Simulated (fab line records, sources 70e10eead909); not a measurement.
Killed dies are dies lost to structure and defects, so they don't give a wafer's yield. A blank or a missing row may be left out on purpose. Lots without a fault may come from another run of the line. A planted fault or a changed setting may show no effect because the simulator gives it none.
Chamber matching | flow nand_harc | NHARC_P_CONTACT_DEP_30 on pecvd-03: 3 sister chambers
The step deposits SiNx, target thk 30 nm. 5 wafers are shown with their chamber, then 7 later ones without.

WAFERS WITH THEIR CHAMBER
wafer  | chamber | heater_power_w (W)
L284.1 | 1       | 730
L284.3 | 0       | 676
L284.4 | 0       | 660
L288.1 | 1       | 740
L288.2 | 2       | 737

WAFERS WITHOUT THEIR CHAMBER
wafer  | heater_power_w (W)
L288.3 | 630
L290.3 | 615
L290.4 | 617
L290.6 | 748
L292.1 | 613
L292.4 | 842
L292.5 | 760

WHICH CHAMBER EACH WENT THROUGH
wafer  | from the rows above     | in truth
L288.3 | 0                       | 0
L290.3 | 0                       | 0
L290.4 | 0                       | 0
L290.6 | can't be placed: 2 or 1 | 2
L292.1 | 0                       | 0
L292.4 | can't be placed: 2 or 1 | 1
L292.5 | can't be placed: 2 or 1 | 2
Placed correctly: 4 of 7. Can't be placed from these rows: 3 (the true chamber is among the candidates in 3). Placed wrongly: 0.
How it was worked out, from the rows above alone: a wafer's distance from a chamber is the root of the sum, over the readings, of the square of ((its reading less the chamber's mean) divided by the reading's scatter). The wafer belongs to the nearest chamber; if the next one is less than 2 further off, it can't be placed. A chamber's mean is the mean of its shown wafers. The scatter: the root of (the sum of the squares of (reading less its chamber's mean) over the shown wafers, divided by (wafers less chambers)).
